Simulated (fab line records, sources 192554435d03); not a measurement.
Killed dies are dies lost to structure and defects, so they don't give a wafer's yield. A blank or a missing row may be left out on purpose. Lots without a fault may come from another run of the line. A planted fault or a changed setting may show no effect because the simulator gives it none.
A struck lot beside a sound one | flow n5_finfet | 35 steps out of a route of 1938
Sound: wafers L588.2, L588.3, L588.6. Struck: wafers L598.1, L598.5, L598.6. The cause comes at the end.
At each step with rows: each side's tool, then ch and its chambers, then its first start. Under that, the readings that differ: sound wafers | struck wafers | difference of the means | sigmas: that difference in standard deviations of wafers without a fault.
alike: readings whose means differ by less than 2 such deviations, and words and numbers that are the same on both sides. not compared: withheld readings, readings that some wafer has no value for, bounds like >300 that may hide the same value, and numbers for which the record gives no deviation and whose values overlap.
The two part at a step that has a row with sigmas, a row that says differs or no value, or rows on one side only. Numbers that don't overlap but have no deviation are shown without sigmas and don't part them. A reading that every wafer of one side lacks parts them only if that side has two wafers or more.

first, 11 steps without rows for these wafers: N5_BEOL_M15_STRIP_36 (strips in O2); N5_BEOL_M15_STRIP_62 (strips in O2); N5_BEOL_M15_STRIP_37 (strips in O2); N5_BEOL_M15_ETCH_38 (etches SiCN in CF4/N2, target depth 106.4 nm, time 120.5 s); N5_BEOL_M15_PRECLEAN_39 (cleans in residue remover, time 60 s); N5_BEOL_M15_SRD_40 (time 30 s, dry time 30 s); N5_BEOL_M15_DEGAS_41 (time 60 s); N5_BEOL_M15_PRE_CLEAN_42 (time 30 s); N5_BEOL_M15_SPUTTER_43 (material TaN, target thk 15 nm, time 24.19 s); N5_BEOL_M15_SPUTTER_44 (material Ta, target thk 15 nm, time 24.19 s); N5_BEOL_M15_SPUTTER_45 (material Cu, target thk 100 nm, time 16.67 s).
N5_BEOL_M15_ECD_47: material Cu, target thk 1860 nm.
  sound on ecd_cu-01 ch 0,1, day 15 04:15; struck on ecd_cu-02 ch 0,1, day 17 16:02
then, 22 steps without rows for these wafers: N5_BEOL_M15_ANNEAL_48 (time 90 s); N5_BEOL_M15_CMP_49 (polishes, stops on SiO2, t overpolish 4.9 s, target thk 850 nm); N5_BEOL_M15_PRE_CLEAN_52 (time 15 s); N5_BEOL_M15_DEP_53 (deposits SiCN from 3MS/NH3, target thk 50 nm, time 17.8 s); N5_PASSIVATION_PECVD_00 (deposits SiO2 from SiH4/N2O, target thk 200 nm, time 11.2 s); N5_MIM_BOT_DEGAS_01 (time 60 s); N5_MIM_BOT_SPUTTER_00 (material TiN, target thk 35 nm, time 89.7 s); N5_MIM_TOP_ALD_00 (deposits Al2O3, purge time 3 s, co reactant pulse time 3 s); N5_MIM_TOP_ALD_01 (deposits HfO2, target thk 5.6 nm, pulse time 1 s, purge time 3 s); N5_MIM_TOP_ALD_02 (deposits Al2O3, purge time 3 s, co reactant pulse time 3 s); N5_MIM_TOP_DEGAS_04 (time 60 s); N5_MIM_TOP_SPUTTER_03 (material TiN, target thk 35 nm, time 89.7 s); N5_MIM_TOP_LITHO_HMDS_01 (time 60 s); N5_MIM_TOP_LITHO_COAT_02; N5_MIM_TOP_LITHO_EBR_04; N5_MIM_TOP_LITHO_SOFTBAKE_03 (time 90 s); N5_MIM_TOP_LITHO_EXPOSE_05 (exposes mask MIM TOP, target cd 2000 nm); N5_MIM_TOP_LITHO_PEB_06; N5_MIM_TOP_LITHO_DEVELOP_07 (develop time 60 s); N5_MIM_TOP_LITHO_HARDBAKE_09 (time 120 s); N5_MIM_TOP_LITHO_DESCUM_10 (chemistry O2, time 7.9 s); N5_MIM_TOP_ETCH_ETCH_00 (etches TiN in Cl2/BCl3, target depth 38.5 nm).
N5_PASSIVATION_PROBE_49:
  the record has rows for the struck wafers here (prober-01, day 18 09:07) and none for the sound ones

WHERE THEY PART
Only at N5_PASSIVATION_PROBE_49, within this record.

WHY: what the simulator had put in
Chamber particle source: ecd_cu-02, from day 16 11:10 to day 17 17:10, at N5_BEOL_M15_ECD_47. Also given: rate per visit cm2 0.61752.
